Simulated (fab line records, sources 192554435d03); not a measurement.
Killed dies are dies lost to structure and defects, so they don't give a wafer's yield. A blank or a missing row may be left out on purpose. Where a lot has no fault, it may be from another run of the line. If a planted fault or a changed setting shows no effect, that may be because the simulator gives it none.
Matching of chambers ; flow n5 finfet ; N5_FIN_SAQP_ETCH_51 on rie diel-01: 4 sister chambers
The step etches SiARC in CF4, target depth 45.5 nm, time 75.8 s. 8 wafers are shown with their chamber, then 6 later ones without.

== WAFERS, EACH WITH ITS CHAMBER ==
wafer;chamber;showerhead plenum p Torr (Torr);etch rf on time s (s)
L199.3;0;2.12;79.3
L199.4;3;2.22;78.4
L200.3;1;2.14;77.1
L215.5;3;2.20;78.5
L215.6;2;2.17;73.8
L216.1;0;2.11;78.5
L216.2;2;2.17;72.7
L216.5;1;2.13;77.5

== WAFERS WITH NO CHAMBER GIVEN ==
wafer;showerhead plenum p Torr (Torr);etch rf on time s (s)
L217.2;2.13;78.0
L217.4;2.17;73.6
L217.6;2.17;73.2
L218.3;2.20;78.2
L218.5;2.13;77.4
L218.6;2.11;77.7

== WHICH CHAMBER EACH ONE RAN IN ==
wafer;from the rows above;in truth
L217.2;can't be placed: 1 or 0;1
L217.4;2;2
L217.6;2;2
L218.3;3;3
L218.5;1;1
L218.6;can't be placed: 0 or 1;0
4 of 6 placed correctly. Can't be placed from these rows: 2 (the true chamber is among the candidates in 2). Wrongly placed: 0.
How it was worked out, from the rows above alone: a wafer's distance from a chamber is the root of the sum, over the readings, of the square of ((its reading less the chamber's mean) divided by the reading's scatter). The wafer belongs to the nearest chamber; if the next one is less than 2 further off, it can't be placed. The mean given for a chamber averages the wafers shown for that chamber. The scatter is the square root of a quotient: the sum, over the shown wafers, of each reading's squared deviation from its chamber's mean, divided by wafers minus chambers.
